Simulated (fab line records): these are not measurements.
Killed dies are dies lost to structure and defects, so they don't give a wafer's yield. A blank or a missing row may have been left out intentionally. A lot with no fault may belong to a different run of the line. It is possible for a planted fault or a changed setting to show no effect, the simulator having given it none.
fab line records + flow n5Finfet
record:
- lots: 10
- wafers: 28
- lastDay: 17
route steps=1938 shown FIN_SAQP@101 BEOL_M4@1111 PASSIVATION@1936
lots untouched by any fault: they come from a run of this same line in which no faults occurred
startH: the number of hours between the record's first day and the start of the first shown wafer of the lot + waitH: hours since the lot's step before + " same as the row above + L1.1+2: a single row standing in for several wafers + - either no value or no given start + * or withheld: withheld + < > ~ a bound
route shown NAME@n: names a module that has steps shown in the file, with the first one's number in the route + usual: mean/standard deviation taken from wafers without a fault + same: alike in all rows + chamber/n: place in a boat + sites: each site's reading + _std_site: the values' standard deviation + _edge_site: mean of outer sites minus mean of inner sites + radiusMm: for every site, how far away it sits from the centre of the wafer + mask NAME#n: copy n + behind: the last tool/chamber to shape the wafer + hold: reason for holding the lot/hours on hold/outcome of the hold + device: the n, p or np transistor that did not switch + end of line: tests of these same wafers at the route's end + a step without rows: its recipe alone + killed: at the first sort, the dies lost to defects and structure; wafer yield is something else + map: per-die view of a wafer (x killed, . not killed, _ where there is no die)
set.NAME: the setting the step ran with; set.NAME@STEP: the setting that earlier step ran with + model.NAME: the simulator's own value behind a step, which no gauge read
route steps across a sampled set of lots; one table per step, one row per wafer
services: a tool's chamber out of use, with start hour (startH, from the record's first day; less than 0 if before it), hours out, and reason
== steps ==
step: N5_FIN_SAQP_THK_MEAS_07
usual:
- thkNm: 60.2/0.93
| lot.wafer | tool         | chamber | startH | waitH | thkNm |
|-----------|--------------|---------|--------|-------|-------|
| L697.2    | filmMetro-02 | -       | 34.44  | 0.1   | 59.4  |
| L697.3    | "            | -       | "      | "     | 59.4  |
| L697.4    | "            | -       | "      | "     | 61.1  |
| L700.3    | filmMetro-01 | -       | 50.94  | 0.1   | 58.5  |
| L700.4    | "            | -       | "      | "     | 59.5  |
| L700.5    | "            | -       | "      | "     | 60.2  |
| L701.2    | filmMetro-01 | -       | 57.37  | 0.1   | 60.1  |
| L701.3    | "            | -       | "      | "     | 59.7  |
| L701.6    | "            | -       | "      | "     | 61.2  |
| L703.1    | filmMetro-01 | -       | 70.17  | 0.1   | 59.8  |
| L703.4    | "            | -       | "      | "     | 61.0  |
| L703.5    | "            | -       | "      | "     | 61.7  |
| L708.2    | filmMetro-01 | -       | 100.02 | 0.1   | 58.7  |
| L708.4    | "            | -       | "      | "     | 61.0  |
| L708.5    | "            | -       | "      | "     | 60.1  |
| L709.3    | filmMetro-01 | -       | 106.42 | 0.1   | 59.7  |
| L709.4    | "            | -       | "      | "     | 60.3  |
| L709.5    | "            | -       | "      | "     | 59.6  |
| L710.1    | filmMetro-02 | -       | 112.06 | 0.1   | 59.8  |
| L710.2    | "            | -       | "      | "     | 60.0  |
| L711.1    | filmMetro-01 | -       | 118.93 | 0.1   | 59.8  |
| L711.4    | "            | -       | "      | "     | 60.0  |
| L715.1    | filmMetro-02 | -       | 142.41 | 0.1   | 58.8  |
| L715.4    | "            | -       | "      | "     | 59.7  |
| L715.5    | "            | -       | "      | "     | 59.7  |
| L717.3    | filmMetro-02 | -       | 153.53 | 0.1   | 60.6  |
| L717.5    | "            | -       | "      | "     | 61.8  |
| L717.6    | "            | -       | "      | "     | 59.6  |
step: N5_FIN_SAQP_ETCH_51
recipe:
- chemistry: CF4
- target: SiARC
- targetDepthA: 455
- maskMaterial: CAR-ArF
- timeS: 75.8
- ionEnergyEv: 80
- pressureMtorr: 40
- sourceW: 545
- biasW: 36
- Ar_flow_sccm: 100
- cf4FlowSccm: 100
- ends: cleared
usual:
- drypumpMotorCurrentA: 5.5/0.47
- etchRfOnTimeS: 75.7/1.9
- oesProductAu: 0.67/0.064
- rfVppV: 183.9/1.2
- showerheadPlenumPTorr: 2.13/0.071
- throttleValvePct: 15.64/0.19
| lot.wafer | tool       | chamber | startH | waitH | drypumpMotorCurrentA | etchRfOnTimeS | oesProductAu | rfHoursCounterH | rfVppV | showerheadPlenumPTorr | throttleValvePct |
|-----------|------------|---------|--------|-------|----------------------|---------------|--------------|-----------------|--------|-----------------------|------------------|
| L697.2    | rieDiel-04 | 3       | 34.98  | 0.0   | 5.1                  | 74.9          | 0.71         | 79              | 184.8  | 2.17                  | 15.66            |
| L697.3    | "          | 2       | "      | "     | 6.3                  | 74.7          | 0.79         | 12              | 182.5  | 2.11                  | 15.67            |
| L697.4    | "          | 0       | "      | "     | 5.7                  | 79.4          | 0.61         | 165             | 184.8  | 2.22                  | 15.55            |
| L700.3    | rieDiel-04 | 2       | 51.55  | 0.0   | 6.3                  | 72.8          | 0.80         | 17              | 183.3  | 2.11                  | 15.67            |
| L700.4    | "          | 3       | "      | "     | 5.1                  | 73.5          | 0.70         | 83              | 185.6  | 2.17                  | 15.67            |
| L700.5    | "          | 3       | "      | "     | 5.1                  | 73.0          | 0.71         | -               | 183.2  | 2.17                  | 15.66            |
| L701.2    | rieDiel-06 | 2       | 57.98  | 0.0   | 5.3                  | 74.4          | 0.67         | 138             | 183.2  | 2.13                  | 15.69            |
| L701.3    | "          | 3       | "      | "     | 4.9                  | 76.8          | 0.60         | 224             | 181.6  | 2.03                  | 15.86            |
| L701.6    | "          | 3       | "      | "     | 4.9                  | 76.7          | 0.61         | -               | 182.0  | 2.03                  | 15.86            |
| L703.1    | rieDiel-06 | 2       | 70.81  | 0.0   | 5.3                  | 74.0          | 0.66         | 141             | 183.5  | 2.13                  | 15.71            |
| L703.4    | "          | 1       | "      | "     | 5.6                  | 73.0          | 0.66         | 153             | 184.1  | 2.15                  | 15.90            |
| L703.5    | "          | 2       | "      | "     | 5.3                  | 74.0          | 0.66         | -               | 184.4  | 2.13                  | 15.69            |
| L708.2    | rieDiel-05 | 1       | 101.27 | 0.0   | 5.1                  | 75.1          | 0.81         | 11              | 182.8  | 2.12                  | 15.42            |
| L708.4    | "          | 1       | "      | "     | 5.1                  | 75.0          | 0.81         | -               | 183.8  | 2.12                  | 15.43            |
| L708.5    | "          | 2       | "      | "     | 5.4                  | 78.7          | 0.77         | -               | 184.5  | 2.25                  | 15.24            |
| L709.3    | rieDiel-06 | 0       | 107.04 | 0.0   | 4.8                  | 74.9          | 0.67         | 128             | 181.8  | 2.07                  | 15.58            |
| L709.4    | "          | 3       | "      | "     | 4.9                  | 76.8          | 0.60         | 241             | 181.7  | 2.03                  | 15.87            |
| L709.5    | "          | 0       | "      | "     | 4.8                  | 75.4          | 0.67         | -               | 182.9  | 2.07                  | 15.57            |
| L710.1    | rieDiel-05 | 3       | 112.68 | 0.0   | 6.4                  | 79.1          | 0.58         | 212             | 181.2  | 2.04                  | 15.70            |
| L710.2    | "          | 2       | "      | "     | 5.4                  | 78.4          | 0.77         | 27              | 185.4  | 2.25                  | 15.26            |
| L711.1    | rieDiel-04 | 3       | 119.42 | 0.0   | 5.1                  | 75.1          | 0.67         | 107             | 184.5  | 2.16                  | 15.70            |
| L711.4    | "          | 1       | "      | "     | 5.9                  | 76.3          | 0.66         | 160             | 183.0  | 2.04                  | 15.42            |
| L715.1    | rieDiel-04 | 0       | 143.04 | 0.0   | 5.7                  | 79.1          | 0.59         | 203             | 184.4  | 2.20                  | 15.61            |
| L715.4    | "          | 3       | "      | "     | 5.1                  | 75.7          | 0.66         | 115             | 185.4  | 2.16                  | 15.74            |
| L715.5    | "          | 3       | "      | "     | 5.1                  | 74.5          | 0.67         | -               | 184.5  | 2.16                  | 15.73            |
| L717.3    | rieDiel-05 | 3       | 154.15 | 0.0   | 6.4                  | 78.6          | 0.58         | 225             | 182.5  | 2.04                  | 15.71            |
| L717.5    | "          | 2       | "      | "     | 5.3                  | 79.2          | 0.74         | -               | 186.3  | 2.25                  | 15.30            |
| L717.6    | "          | 3       | "      | "     | 6.4                  | 78.1          | 0.58         | -               | 183.1  | 2.04                  | 15.71            |
step: N5_FIN_SAQP_SPACER2_ETCHBACK_29
recipe:
- chemistry: CHF3/O2
- mode: anisotropicEtchback
- target: SiO2
- targetDepthA: 122
- timeS: 6.1
- pressureMtorr: 30
- sourceW: 650
- biasW: 170
- Ar_flow_sccm: 200
- CHF3_flow_sccm: 50
- O2_flow_sccm: 5
- ionEnergyEv: 200
usual:
- O2_flow_sccm: 5.001/0.014
- drypumpMotorCurrentA: 5.6/0.51
- oesProductAu: 0.79/0.084
- rfVppV: 517/8.6
- showerheadPlenumPTorr: 2.41/0.097
- throttleValvePct: 18.95/0.23
| lot.wafer | tool       | chamber | startH | waitH | O2_flow_sccm | drypumpMotorCurrentA | oesProductAu | rfHoursCounterH | rfVppV | showerheadPlenumPTorr | throttleValvePct |
|-----------|------------|---------|--------|-------|--------------|----------------------|--------------|-----------------|--------|-----------------------|------------------|
| L697.2    | rieDiel-06 | 0       | 38.51  | 0.2   | 4.995        | 4.8                  | 0.80         | 105             | 504    | 2.35                  | 18.88            |
| L697.3    | "          | 1       | "      | "     | 5.018        | 5.6                  | 0.78         | 143             | 538    | 2.42                  | 19.20            |
| L697.4    | "          | 3       | "      | "     | 5.029        | 4.9                  | 0.71         | 218             | 512    | 2.30                  | 19.18            |
| L700.3    | rieDiel-05 | 2       | 54.88  | 0.2   | 4.993        | 5.4                  | 0.97         | 5               | 524    | 2.54                  | 18.51            |
| L700.4    | "          | 3       | "      | "     | 5.029        | 6.4                  | 0.70         | -               | 507    | 2.29                  | 18.87            |
| L700.5    | "          | 0       | "      | "     | 4.996        | 5.9                  | 0.82         | -               | 523    | 2.56                  | 19.18            |
| L701.2    | rieDiel-05 | 3       | 61.83  | 0.2   | 5.011        | 6.4                  | 0.70         | 206             | 507    | 2.29                  | 18.89            |
| L701.3    | "          | 3       | "      | "     | 4.979        | 6.4                  | 0.71         | -               | 507    | 2.29                  | 18.90            |
| L701.6    | "          | 3       | "      | "     | 4.994        | 6.4                  | 0.70         | -               | 505    | 2.29                  | 18.90            |
| L703.1    | rieDiel-05 | 0       | 74.88  | 0.4   | 5.029        | 5.9                  | 0.80         | 85              | 525    | 2.55                  | 19.19            |
| L703.4    | "          | 0       | "      | "     | 4.994        | 5.9                  | 0.81         | -               | 524    | 2.55                  | 19.20            |
| L703.5    | "          | 2       | "      | "     | 5.005        | 5.4                  | 0.95         | -               | 522    | 2.54                  | 18.52            |
| L708.2    | rieDiel-06 | 3       | 105.60 | 0.2   | 5.006        | 4.9                  | 0.69         | 241             | 512    | 2.30                  | 19.24            |
| L708.4    | "          | 1       | "      | "     | 4.981        | 5.6                  | 0.76         | 165             | 536    | 2.41                  | 19.22            |
| L708.5    | "          | 2       | "      | "     | 4.966        | 5.3                  | 0.76         | -               | 510    | 2.40                  | 18.99            |
| L709.3    | rieDiel-06 | 0       | 110.41 | 0.2   | 5.023        | 4.8                  | 0.78         | 129             | 503    | 2.34                  | 18.93            |
| L709.4    | "          | 2       | "      | "     | 5.001        | 5.3                  | 0.75         | 156             | 510    | 2.40                  | 19.01            |
| L709.5    | "          | 3       | "      | "     | 5.019        | 4.9                  | 0.69         | -               | 512    | 2.30                  | 19.24            |
| L710.1    | rieDiel-05 | 2       | 116.33 | 0.3   | 4.995        | 5.4                  | 1.15         | 28              | 523    | 2.53                  | 18.59            |
| L710.2    | "          | 0       | "      | "     | 5.007        | 5.8                  | 0.78         | 101             | 523    | 2.55                  | 19.21            |
| L711.1    | rieDiel-05 | 2       | 122.85 | 0.2   | 5.009        | 5.4                  | 1.16         | 30              | 523    | 2.53                  | 18.59            |
| L711.4    | "          | 1       | "      | "     | 5.009        | 5.1                  | 0.93         | 18              | 516    | 2.38                  | 18.76            |
| L715.1    | rieDiel-04 | 3       | 146.82 | 0.5   | 4.995        | 5.0                  | 0.78         | 117             | 522    | 2.43                  | 19.09            |
| L715.4    | "          | 1       | "      | "     | 4.974        | 5.8                  | 0.75         | 169             | 525    | 2.29                  | 18.69            |
| L715.5    | "          | 1       | "      | "     | 4.999        | 5.9                  | 0.75         | -               | 524    | 2.29                  | 18.68            |
| L717.3    | rieDiel-04 | 2       | 157.64 | 0.2   | 4.994        | 6.3                  | 0.87         | 52              | 514    | 2.37                  | 19.15            |
| L717.5    | "          | 0       | "      | "     | 4.995        | 5.7                  | 0.70         | -               | 521    | 2.49                  | 18.95            |
| L717.6    | "          | 3       | "      | "     | 5.029        | 5.1                  | 0.77         | -               | 522    | 2.43                  | 19.08            |
step: N5_FIN_SAQP_FIN_ETCH_36
recipe:
- chemistry: HBr/Cl2/O2
- targetDepthA: 1200
- maskMaterial: SiNx
- timeS: 50.4
- biasW: 102
- pressureMtorr: 10
- icpW: 800
- HBr_flow_sccm: 150
- Cl2_flow_sccm: 80
- O2_flow_sccm: 12
usual:
- O2_flow_sccm: 12.00/0.036
- drypumpMotorCurrentA: 5.9/0.41
- mfcCl2Sccm: 79.99/0.29
- oesProductAu: 0.994/0.026
- throttleValvePct: 35.9/0.48
| lot.wafer | tool     | chamber | startH | waitH | O2_flow_sccm | drypumpMotorCurrentA | mfcCl2Sccm | oesProductAu | rfHoursCounterH | throttleValvePct |
|-----------|----------|---------|--------|-------|--------------|----------------------|------------|--------------|-----------------|------------------|
| L697.2    | rieSi-03 | 0       | 39.04  | 0.0   | 12.03        | 6.4                  | 79.96      | 1.010        | 24              | 35.6             |
| L697.3    | "        | 1       | "      | "     | 11.98        | 5.5                  | 80.15      | 1.019        | 26              | 35.2             |
| L697.4    | "        | 3       | "      | "     | 12.02        | 5.6                  | 80.15      | 0.998        | 48              | 36.2             |
| L700.3    | rieSi-03 | 2       | 55.61  | 0.0   | 12.00        | 6.3                  | 80.53      | 0.950        | 98              | 35.6             |
| L700.4    | "        | 0       | "      | "     | 12.02        | 6.4                  | 80.09      | 1.025        | 25              | 35.6             |
| L700.5    | "        | 0       | "      | "     | 11.99        | 6.4                  | 79.84      | 1.028        | -               | 35.6             |
| L701.2    | rieSi-03 | 0       | 62.60  | 0.0   | 11.95        | 6.4                  | 80.52      | 1.014        | 25              | 35.6             |
| L701.3    | "        | 3       | "      | "     | 12.01        | 5.6                  | 79.52      | 0.998        | 48              | 36.2             |
| L701.6    | "        | 1       | "      | "     | 11.96        | 5.5                  | 80.24      | 1.015        | -               | 35.2             |
| L703.1    | rieSi-03 | 2       | 75.64  | 0.0   | 12.00        | 6.4                  | 79.93      | 0.959        | 98              | 35.6             |
| L703.4    | "        | 0       | "      | "     | 12.04        | 6.4                  | 80.18      | 1.021        | 25              | 35.6             |
| L703.5    | "        | 1       | "      | "     | 11.98        | 5.6                  | 80.09      | 1.021        | -               | 35.2             |
| L708.2    | rieSi-06 | 0       | 106.13 | 0.0   | 11.97        | 5.9                  | 80.02      | 1.012        | 50              | 36.6             |
| L708.4    | "        | 2       | "      | "     | 12.01        | 6.2                  | 79.75      | 1.009        | 90              | 35.7             |
| L708.5    | "        | 1       | "      | "     | 12.00        | 5.4                  | 79.88      | 0.956        | -               | 36.5             |
| L709.3    | rieSi-01 | 0       | 110.94 | 0.0   | 11.97        | 6.4                  | 79.97      | 0.980        | 16              | 36.0             |
| L709.4    | "        | 2       | "      | "     | 11.95        | 6.2                  | 79.44      | 0.988        | 46              | 37.0             |
| L709.5    | "        | 1       | "      | "     | 11.97        | 5.4                  | 79.88      | 0.978        | -               | 36.1             |
| L710.1    | rieSi-01 | 0       | 116.87 | 0.0   | 11.96        | 6.5                  | 80.17      | 0.983        | 16              | 36.0             |
| L710.2    | "        | 1       | "      | "     | 11.94        | 5.4                  | 80.42      | 0.981        | 8               | 36.1             |
| L711.1    | rieSi-01 | 0       | 123.38 | 0.0   | 11.99        | 6.5                  | 79.96      | 0.999        | 16              | 36.0             |
| L711.4    | "        | 3       | "      | "     | 12.06        | 5.4                  | 79.76      | 1.021        | 58              | 35.9             |
| L715.1    | rieSi-03 | 1       | 147.35 | 0.0   | 12.01        | 5.5                  | 79.66      | 1.022        | 28              | 35.2             |
| L715.4    | "        | 0       | "      | "     | 12.01        | 6.4                  | 79.86      | 1.022        | 26              | 35.6             |
| L715.5    | "        | 0       | "      | "     | 12.03        | 6.4                  | 80.32      | 1.014        | -               | 35.6             |
| L717.3    | rieSi-03 | 0       | 158.43 | 0.0   | 12.01        | 6.4                  | 80.11      | 1.005        | 26              | 35.6             |
| L717.5    | "        | 1       | "      | "     | 12.04        | 5.5                  | 79.56      | 1.021        | -               | 35.2             |
| L717.6    | "        | 2       | "      | "     | 11.93        | 6.4                  | 79.93      | 0.961        | -               | 35.6             |
step: N5_BEOL_M4_RC_MEAS_101
usual:
- DIBL_N: 36.2/1.7
- DIBL_P: 36.6/1.9
- IOFF_N: 0.16/0.032
- IOFF_P: 0.21/0.037
- ION_N: 675/12
- ION_P: 460/8.1
- SS_N: 71.4/0.58
- SS_P: 73.4/0.64
- VT_N: 249/3.2
- VT_P: -252/3.4
| lot.wafer | tool      | chamber | startH | waitH | DIBL_N[mV/V] | DIBL_P[mV/V] | IOFF_N[nA/um] | IOFF_P[nA/um] | ION_N[uA/um] | ION_P[uA/um] | SS_N[mV/dec] | SS_P[mV/dec] | VT_N[mV] | VT_P[mV] |
|-----------|-----------|---------|--------|-------|--------------|--------------|---------------|---------------|--------------|--------------|--------------|--------------|----------|----------|
| L697.2    | prober-01 | 0       | 178.44 | 0.2   | 38.3         | 38.3         | 0.19          | 0.26          | 684          | 460          | 71.3         | 74.0         | 246      | -247     |
| L697.3    | "         | 0       | "      | "     | 40.0         | 40.5         | 0.24          | 0.31          | 685          | 469          | 72.7         | 74.1         | 244      | -242     |
| L697.4    | "         | 0       | "      | "     | 36.8         | 37.0         | 0.18          | 0.24          | 685          | 466          | 71.6         | 73.1         | 247      | -246     |
| L700.3    | prober-02 | 0       | 194.52 | 0.3   | 37.4         | 38.4         | 0.18          | 0.23          | 679          | 467          | 71.6         | 74.6         | 249      | -246     |
| L700.4    | "         | 0       | "      | "     | 34.8         | 34.5         | 0.13          | 0.16          | 674          | 461          | 70.8         | 73.0         | 251      | -251     |
| L700.5    | "         | 0       | "      | "     | 35.5         | 35.5         | 0.15          | 0.18          | 671          | 458          | 70.8         | 73.6         | 251      | -253     |
| L701.2    | prober-02 | 0       | 200.25 | 0.2   | 35.1         | 35.8         | 0.15          | 0.20          | 688          | 470          | 71.5         | 73.1         | 249      | -250     |
| L701.3    | "         | 0       | "      | "     | 34.4         | 34.5         | 0.14          | 0.19          | 674          | 460          | 71.0         | 72.3         | 246      | -252     |
| L701.6    | "         | 0       | "      | "     | 36.1         | 37.2         | 0.18          | 0.23          | 681          | 468          | 71.5         | 73.6         | 246      | -248     |
| L703.1    | prober-01 | 0       | 203.10 | 0.0   | 39.4         | 39.6         | 0.27          | 0.30          | 700          | 471          | 72.8         | 74.4         | 242      | -245     |
| L703.4    | "         | 0       | "      | "     | 39.1         | 39.7         | 0.25          | 0.30          | 697          | 473          | 71.7         | 74.9         | 241      | -244     |
| L703.5    | "         | 0       | "      | "     | 38.0         | 38.2         | 0.23          | 0.27          | 697          | 471          | 71.8         | 73.8         | 242      | -250     |
| L708.2    | prober-02 | 0       | 245.13 | 0.2   | 36.2         | 37.0         | 0.16          | 0.20          | 672          | 453          | 71.1         | 73.1         | 247      | -253     |
| L708.4    | "         | 0       | "      | "     | 33.7         | 33.3         | 0.12          | 0.15          | 665          | 450          | 71.1         | 72.2         | 252      | -254     |
| L708.5    | "         | 0       | "      | "     | 36.9         | 37.8         | 0.18          | 0.22          | 673          | 460          | 71.8         | 73.6         | 248      | -251     |
| L709.3    | prober-02 | 0       | 247.01 | 0.3   | 38.6         | 41.4         | 0.21          | 0.26          | 679          | 467          | 72.2         | 74.4         | 246      | -249     |
| L709.4    | "         | 0       | "      | "     | 34.5         | 36.3         | 0.13          | 0.18          | 668          | 460          | 71.0         | 72.3         | 253      | -252     |
| L709.5    | "         | 0       | "      | "     | 37.6         | 40.2         | 0.18          | 0.23          | 681          | 464          | 71.9         | 73.9         | 247      | -254     |
| L710.1    | prober-01 | 0       | 249.09 | 0.0   | 35.3         | 37.0         | 0.17          | 0.18          | 685          | 454          | 71.2         | 73.0         | 249      | -258     |
| L710.2    | "         | 0       | "      | "     | 33.8         | 34.9         | 0.14          | 0.15          | 671          | 444          | 71.3         | 73.1         | 250      | -260     |
| L711.1    | prober-01 | 0       | 265.51 | 0.0   | 35.6         | 36.4         | 0.15          | 0.20          | 665          | 455          | 71.0         | 73.4         | 251      | -249     |
| L711.4    | "         | 0       | "      | "     | 37.8         | 38.3         | 0.20          | 0.23          | 670          | 455          | 72.0         | 73.8         | 246      | -251     |
| L715.1    | prober-02 | 0       | 286.74 | 0.0   | 36.8         | 36.1         | 0.13          | 0.19          | 656          | 448          | 71.4         | 72.4         | 253      | -255     |
| L715.4    | "         | 0       | "      | "     | 36.7         | 35.8         | 0.15          | 0.18          | 683          | 457          | 71.7         | 72.7         | 252      | -256     |
| L715.5    | "         | 0       | "      | "     | 37.9         | 37.3         | 0.15          | 0.20          | 671          | 461          | 71.1         | 73.7         | 250      | -252     |
| L717.3    | prober-01 | 0       | 295.63 | 0.3   | 38.3         | 39.7         | 0.20          | 0.26          | 692          | 470          | 71.9         | 74.3         | 247      | -247     |
| L717.5    | "         | 0       | "      | "     | 37.1         | 37.1         | 0.18          | 0.22          | 682          | 466          | 71.8         | 74.0         | 248      | -251     |
| L717.6    | "         | 0       | "      | "     | 36.5         | 36.0         | 0.17          | 0.21          | 682          | 466          | 71.2         | 73.5         | 248      | -250     |
step: N5_PASSIVATION_PROBE_49
usual:
- defectLimitedYield: 91.3/1.5
- killed_at_M0_to_M3: 35/10
- killed_at_M4_up: 12/4.6
- killedAtContacts: 13/6.6
- killedAtFrontEnd: 39/11
- killedAtOther: 4/3.4
- killedDies: 103/17
- killedOpen: 67/13
- killedShort: 35/8.2
- sort_bin_5_function: 5.1/0.94
- sort_bin_6_memory: 3.2/0.7
- sortNPass: 1077/17
- sortYieldPct: 91.3/1.5
same:
- grossDies: 1180
- killedAtBackSide: 0
- sort_bin_4_leakage[%]: 0
- sort_bin_8_speed[%]: 0
| lot.wafer | tool      | chamber | startH | waitH | defectLimitedYield[%] | killed_at_M0_to_M3 | killed_at_M4_up | killedAtContacts | killedAtFrontEnd | killedAtOther | killedDies | killedOpen | killedShort | sort_bin_5_function[%] | sort_bin_6_memory[%] | sortNPass | sortYieldPct[%] |
|-----------|-----------|---------|--------|-------|-----------------------|--------------------|-----------------|------------------|------------------|---------------|------------|------------|-------------|------------------------|----------------------|-----------|-----------------|
| L711.1    | prober-01 | -       | 373.68 | 0.0   | 92.5                  | 36                 | 12              | 11               | 27               | 2             | 88         | 64         | 23          | 4.3                    | 2.7                  | 1092      | 92.5            |
| L711.4    | prober-01 | -       | 373.83 | 0.2   | 92.7                  | 29                 | 11              | 6                | 37               | 3             | 86         | 56         | 30          | 4.6                    | 2.5                  | 1094      | 92.7            |
killed by level:class
L711.1 MOL_CONTACT_COAG:geometricParticle:open=10 STI_FIN_REVEAL:geometricParticle:open=9 BEOL_M0_SAQP:geometricParticle:open=8 BEOL_M2:geometricParticle:open=8 BEOL_M0_SAQP:geometricParticle:short=7 BEOL_M1:geometricParticle:open=6 FIN_SAQP:geometricParticle:open=5 BEOL_M5:geometricParticle:open=5
L711.4 FIN_SAQP:geometricParticle:open=11 STI_FIN_REVEAL:geometricParticle:open=10 BEOL_M0_SAQP:geometricParticle:short=9 BEOL_M2:geometricParticle:open=6 MOL_CONTACT_COAG:geometricParticle:open=5 BEOL_M0_SAQP:geometricParticle:open=5 STI_FIN_REVEAL:geometricParticle:short=4 BEOL_M4:geometricParticle:open=4
== services ==
| tool       | chamber | startH | hours | kind                         |
|------------|---------|--------|-------|------------------------------|
| rieDiel-05 | 2       | 16.26  | -     | clean                        |
| rieDiel-05 | 2       | 16.26  | -     | consumableReplace:focusRing  |
| rieDiel-05 | 2       | 16.26  | -     | consumableReplace:showerhead |
| rieDiel-05 | 2       | 16.26  | 24.8  | scheduledDown                |
| rieDiel-05 | 2       | 16.26  | 24.8  | ventCycle                    |
| rieDiel-05 | 1       | 50.04  | 5.8   | repair                       |
| rieDiel-05 | 1       | 55.90  | -     | clean                        |
| rieDiel-05 | 1       | 55.90  | -     | consumableReplace:focusRing  |
| rieDiel-05 | 1       | 55.90  | 22.2  | scheduledDown                |
| rieDiel-05 | 1       | 55.90  | 22.2  | ventCycle                    |
| rieDiel-05 | 2       | 56.85  | 6.6   | repair                       |
| rieSi-03   | -       | 58.86  | 0.3   | repair                       |
| rieDiel-04 | 3       | 62.88  | 3.4   | repair                       |
| rieDiel-04 | 2       | 65.04  | 4.3   | repair                       |
| rieDiel-05 | 3       | 70.68  | 31.9  | repair                       |
| rieSi-03   | -       | 78.35  | 2.8   | pm                           |
| rieSi-06   | -       | 83.34  | 2.8   | pm                           |
| rieSi-01   | 3       | 85.70  | 8.7   | repair                       |
| rieSi-01   | -       | 145.71 | 0.7   | repair                       |
| rieDiel-06 | 3       | 149.23 | -     | clean                        |
| rieDiel-06 | 3       | 149.23 | -     | consumableReplace:focusRing  |
| rieDiel-06 | 3       | 149.23 | -     | consumableReplace:showerhead |
| rieDiel-06 | 3       | 149.23 | 23.9  | scheduledDown                |
| rieDiel-06 | 3       | 149.23 | 23.9  | ventCycle                    |
== key ==
firstSign:
- step: N5_FIN_SAQP_SPACER2_ETCHBACK_29
- reading: oesProductAu
- direction: up
- sigmas: 4.3
- usual: 0.79
- struck: 1.16
effect none on later readings
metAt N5_FIN_SAQP_SPACER2_ETCHBACK_29
struckLots L710,L711
struckWafers L710.1,L711.1
notActingAt N5_FIN_SAQP_THK_MEAS_07,N5_FIN_SAQP_ETCH_51,N5_FIN_SAQP_FIN_ETCH_36
onsetBetween 74.88 116.33
fault:
- kind: processParameterDrift
- tool: rieDiel-05
- chamber: -
- onsetH: 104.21
- steps: N5_FIN_SAQP_SPACER2_ETCHBACK_29
- channel: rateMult
- offset: 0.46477
- shape: step
- endH: 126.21
- scope: struckWafersOnly
